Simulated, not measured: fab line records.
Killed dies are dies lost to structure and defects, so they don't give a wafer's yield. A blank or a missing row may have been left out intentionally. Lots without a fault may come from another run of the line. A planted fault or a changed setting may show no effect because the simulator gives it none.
Split-lot experiment :: flow n5-finfet :: on a route of 1938 steps: 7 lots, 39 wafers read

ON THE SPLIT
At N5_HKMG_FIN_ETCH_58 (etches SOC in N2/H2, target depth 215.8 nm, time 741 s), the setting target-depth-a was moved away from the recipe's 2158 angstrom on 15 of the 39 wafers read, by -8.7% to +10.8%. This setting was run at the recipe's value on the other wafers.

The split's own step is where the reading is taken.

THE READING
SOC_of_HKMG_FIN_COAT_41.thk-nm (the simulator's own value, which no gauge read), in nm, at N5_HKMG_FIN_ETCH_58 (etches SOC in N2/H2, target depth 215.8 nm, time 741 s). The file does not state a usual value for it. Across the 24 wafers here that went through the recipe, the average is 84.0 nm and the standard deviation 3 nm.

wafer: L078.1
tool, chamber at the split: rie-diel-01, 0
target-depth-a as run, angstrom: 2282
against the recipe: +5.7%
SOC_of_HKMG_FIN_COAT_41.thk-nm, nm: 72.8
against lot-mates on the recipe: -16.1

wafer: L078.2
tool, chamber at the split: rie-diel-01, 3
target-depth-a as run, angstrom: 2282
against the recipe: +5.7%
SOC_of_HKMG_FIN_COAT_41.thk-nm, nm: 80
against lot-mates on the recipe: -8.9

wafer: L078.3
tool, chamber at the split: rie-diel-01, 1
target-depth-a as run, angstrom: 2158
against the recipe: recipe
SOC_of_HKMG_FIN_COAT_41.thk-nm, nm: 90.2
against lot-mates on the recipe: -

wafer: L078.4
tool, chamber at the split: rie-diel-01, 2
target-depth-a as run, angstrom: 2158
against the recipe: recipe
SOC_of_HKMG_FIN_COAT_41.thk-nm, nm: 88
against lot-mates on the recipe: -

wafer: L078.5
tool, chamber at the split: rie-diel-01, 3
target-depth-a as run, angstrom: 2282
against the recipe: +5.7%
SOC_of_HKMG_FIN_COAT_41.thk-nm, nm: 80.6
against lot-mates on the recipe: -8.3

wafer: L078.6
tool, chamber at the split: rie-diel-01, 0
target-depth-a as run, angstrom: 2158
against the recipe: recipe
SOC_of_HKMG_FIN_COAT_41.thk-nm, nm: 88.4
against lot-mates on the recipe: -

wafer: L084.1
tool, chamber at the split: rie-diel-06, 3
target-depth-a as run, angstrom: 2392
against the recipe: +10.8%
SOC_of_HKMG_FIN_COAT_41.thk-nm, nm: 67.8
against lot-mates on the recipe: -16.9

wafer: L084.2
tool, chamber at the split: rie-diel-06, 2
target-depth-a as run, angstrom: 2158
against the recipe: recipe
SOC_of_HKMG_FIN_COAT_41.thk-nm, nm: 82.2
against lot-mates on the recipe: -

wafer: L084.3
tool, chamber at the split: rie-diel-06, 1
target-depth-a as run, angstrom: 2158
against the recipe: recipe
SOC_of_HKMG_FIN_COAT_41.thk-nm, nm: 89.8
against lot-mates on the recipe: -

wafer: L084.4
tool, chamber at the split: rie-diel-06, 0
target-depth-a as run, angstrom: 2158
against the recipe: recipe
SOC_of_HKMG_FIN_COAT_41.thk-nm, nm: 82
against lot-mates on the recipe: -

wafer: L084.5
tool, chamber at the split: rie-diel-06, 2
target-depth-a as run, angstrom: 2392
against the recipe: +10.8%
SOC_of_HKMG_FIN_COAT_41.thk-nm, nm: 55.8
against lot-mates on the recipe: -28.9

wafer: L084.6
tool, chamber at the split: rie-diel-06, 3
target-depth-a as run, angstrom: 2392
against the recipe: +10.8%
SOC_of_HKMG_FIN_COAT_41.thk-nm, nm: 64.8
against lot-mates on the recipe: -19.9

wafer: L085.1
tool, chamber at the split: rie-diel-02, 1
target-depth-a as run, angstrom: 2158
against the recipe: recipe
SOC_of_HKMG_FIN_COAT_41.thk-nm, nm: 84.8
against lot-mates on the recipe: -

wafer: L085.2
tool, chamber at the split: rie-diel-02, 2
target-depth-a as run, angstrom: 2158
against the recipe: recipe
SOC_of_HKMG_FIN_COAT_41.thk-nm, nm: 79
against lot-mates on the recipe: -

wafer: L085.3
tool, chamber at the split: rie-diel-02, 0
target-depth-a as run, angstrom: 2033
against the recipe: -5.8%
SOC_of_HKMG_FIN_COAT_41.thk-nm, nm: 92.2
against lot-mates on the recipe: +9.7

wafer: L085.4
tool, chamber at the split: rie-diel-02, 3
target-depth-a as run, angstrom: 2158
against the recipe: recipe
SOC_of_HKMG_FIN_COAT_41.thk-nm, nm: 83.6
against lot-mates on the recipe: -

wafer: L085.5
tool, chamber at the split: rie-diel-02, 1
target-depth-a as run, angstrom: 2033
against the recipe: -5.8%
SOC_of_HKMG_FIN_COAT_41.thk-nm, nm: 94.4
against lot-mates on the recipe: +11.9

wafer: L085.6
tool, chamber at the split: rie-diel-02, 0
target-depth-a as run, angstrom: 2033
against the recipe: -5.8%
SOC_of_HKMG_FIN_COAT_41.thk-nm, nm: 93.6
against lot-mates on the recipe: +11.1

wafer: L087.2
tool, chamber at the split: rie-diel-01, 2
target-depth-a as run, angstrom: 2158
against the recipe: recipe
SOC_of_HKMG_FIN_COAT_41.thk-nm, nm: 83.6
against lot-mates on the recipe: -

wafer: L087.3
tool, chamber at the split: rie-diel-01, 0
target-depth-a as run, angstrom: 2158
against the recipe: recipe
SOC_of_HKMG_FIN_COAT_41.thk-nm, nm: 85.4
against lot-mates on the recipe: -

wafer: L087.5
tool, chamber at the split: rie-diel-01, 2
target-depth-a as run, angstrom: 2158
against the recipe: recipe
SOC_of_HKMG_FIN_COAT_41.thk-nm, nm: 85.2
against lot-mates on the recipe: -

wafer: L088.1
tool, chamber at the split: rie-diel-02, 2
target-depth-a as run, angstrom: 2158
against the recipe: recipe
SOC_of_HKMG_FIN_COAT_41.thk-nm, nm: 80
against lot-mates on the recipe: -

wafer: L088.2
tool, chamber at the split: rie-diel-02, 1
target-depth-a as run, angstrom: 2158
against the recipe: recipe
SOC_of_HKMG_FIN_COAT_41.thk-nm, nm: 85.4
against lot-mates on the recipe: -

wafer: L088.3
tool, chamber at the split: rie-diel-02, 0
target-depth-a as run, angstrom: 2158
against the recipe: recipe
SOC_of_HKMG_FIN_COAT_41.thk-nm, nm: 83
against lot-mates on the recipe: -

wafer: L088.4
tool, chamber at the split: rie-diel-02, 3
target-depth-a as run, angstrom: 2302
against the recipe: +6.7%
SOC_of_HKMG_FIN_COAT_41.thk-nm, nm: 65.4
against lot-mates on the recipe: -17.4

wafer: L088.5
tool, chamber at the split: rie-diel-02, 1
target-depth-a as run, angstrom: 2302
against the recipe: +6.7%
SOC_of_HKMG_FIN_COAT_41.thk-nm, nm: 70
against lot-mates on the recipe: -12.8

wafer: L088.6
tool, chamber at the split: rie-diel-02, 0
target-depth-a as run, angstrom: 2302
against the recipe: +6.7%
SOC_of_HKMG_FIN_COAT_41.thk-nm, nm: 66.4
against lot-mates on the recipe: -16.4

wafer: L089.1
tool, chamber at the split: rie-diel-02, 0
target-depth-a as run, angstrom: 2158
against the recipe: recipe
SOC_of_HKMG_FIN_COAT_41.thk-nm, nm: 81.6
against lot-mates on the recipe: -

wafer: L089.2
tool, chamber at the split: rie-diel-02, 3
target-depth-a as run, angstrom: 2158
against the recipe: recipe
SOC_of_HKMG_FIN_COAT_41.thk-nm, nm: 83.4
against lot-mates on the recipe: -

wafer: L089.3
tool, chamber at the split: rie-diel-02, 2
target-depth-a as run, angstrom: 2158
against the recipe: recipe
SOC_of_HKMG_FIN_COAT_41.thk-nm, nm: 81.8
against lot-mates on the recipe: -

wafer: L089.4
tool, chamber at the split: rie-diel-02, 1
target-depth-a as run, angstrom: 2158
against the recipe: recipe
SOC_of_HKMG_FIN_COAT_41.thk-nm, nm: 84.2
against lot-mates on the recipe: -

wafer: L089.5
tool, chamber at the split: rie-diel-02, 2
target-depth-a as run, angstrom: 2158
against the recipe: recipe
SOC_of_HKMG_FIN_COAT_41.thk-nm, nm: 80.4
against lot-mates on the recipe: -

wafer: L089.6
tool, chamber at the split: rie-diel-02, 3
target-depth-a as run, angstrom: 2158
against the recipe: recipe
SOC_of_HKMG_FIN_COAT_41.thk-nm, nm: 81.2
against lot-mates on the recipe: -

wafer: L091.1
tool, chamber at the split: rie-diel-01, 1
target-depth-a as run, angstrom: 1971
against the recipe: -8.7%
SOC_of_HKMG_FIN_COAT_41.thk-nm, nm: 105.2
against lot-mates on the recipe: +20.9

wafer: L091.2
tool, chamber at the split: rie-diel-01, 3
target-depth-a as run, angstrom: 1971
against the recipe: -8.7%
SOC_of_HKMG_FIN_COAT_41.thk-nm, nm: 99.2
against lot-mates on the recipe: +14.9

wafer: L091.3
tool, chamber at the split: rie-diel-01, 2
target-depth-a as run, angstrom: 1971
against the recipe: -8.7%
SOC_of_HKMG_FIN_COAT_41.thk-nm, nm: 101
against lot-mates on the recipe: +16.7

wafer: L091.4
tool, chamber at the split: rie-diel-01, 3
target-depth-a as run, angstrom: 2158
against the recipe: recipe
SOC_of_HKMG_FIN_COAT_41.thk-nm, nm: 81.8
against lot-mates on the recipe: -

wafer: L091.5
tool, chamber at the split: rie-diel-01, 1
target-depth-a as run, angstrom: 2158
against the recipe: recipe
SOC_of_HKMG_FIN_COAT_41.thk-nm, nm: 87.2
against lot-mates on the recipe: -

wafer: L091.6
tool, chamber at the split: rie-diel-01, 2
target-depth-a as run, angstrom: 2158
against the recipe: recipe
SOC_of_HKMG_FIN_COAT_41.thk-nm, nm: 84
against lot-mates on the recipe: -

FIT RESULTS
A straight line over all 39 wafers: SOC_of_HKMG_FIN_COAT_41.thk-nm changes by -1.93 nm for each +1% of target-depth-a; r = -0.93; the points scatter about the line by 3.6 nm.
The same after taking each lot's own level away (the mean of its wafers on the recipe; 39 wafers): -2.03 nm for each +1%; r = -0.97; scatter 2.7 nm.
According to that fit, moving target-depth-a by its largest amount changes the reading by 22 nm.
Measured against the standard deviation above, the lots' own levels, which go from 82.10 to 88.87 nm, span 2.3 times it.
The two slopes are in agreement: the lot-to-lot level therefore moves the slope only a little.
Check: -23.1 nm against its lot-mates is what the line predicts for one of the wafers moved furthest among these (+10.8%) when that wafer is left out of the fit. It came out at -16.9 nm against them.

THE OTHER SPLITS THESE WAFERS WENT THROUGH
Other splits were also applied to these wafers ahead of the reading. Each is held against what the fit with the lots' levels taken away leaves over:
other split on the same wafers: N5_FIN_SAQP_EXPOSE_13 dose-mj
wafers away from the commonest value: 12
r with SOC_of_HKMG_FIN_COAT_41.thk-nm (lot level and that fit taken away): -0.17

other split on the same wafers: N5_FIN_SAQP_ETCH_52 source-w
wafers away from the commonest value: 15
r with SOC_of_HKMG_FIN_COAT_41.thk-nm (lot level and that fit taken away): +0.09

other split on the same wafers: N5_DUMMY_GATE_EXPOSE_12 dose-mj
wafers away from the commonest value: 9
r with SOC_of_HKMG_FIN_COAT_41.thk-nm (lot level and that fit taken away): +0.03

THE WHOLE CHAIN: every reading that the file lists as answering this split, in the file's order
step: N5_HKMG_FIN_ETCH_58
what it does: etches SOC in N2/H2, target depth 215.8 nm, time 741 s
reading: HKMG_FIN.feature-depth-nm (the simulator's own value, which no gauge read)
change (the file's fit): +2.06 nm for each +1% of the setting
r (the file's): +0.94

step: N5_HKMG_FIN_ETCH_58
what it does: etches SOC in N2/H2, target depth 215.8 nm, time 741 s
reading: etch.depth-nm (the simulator's own value, which no gauge read)
change (the file's fit): +2.06 nm for each +1% of the setting
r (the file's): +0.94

step: N5_HKMG_FIN_ETCH_58
what it does: etches SOC in N2/H2, target depth 215.8 nm, time 741 s
reading: SOC_of_HKMG_FIN_COAT_41.thk-nm (the simulator's own value, which no gauge read)
change (the file's fit): -2.04 nm for each +1% of the setting
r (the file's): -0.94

FILE'S OWN FIT
SOC_of_HKMG_FIN_COAT_41.thk-nm changes by -2.04 nm for each +1% of target-depth-a, r = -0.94.
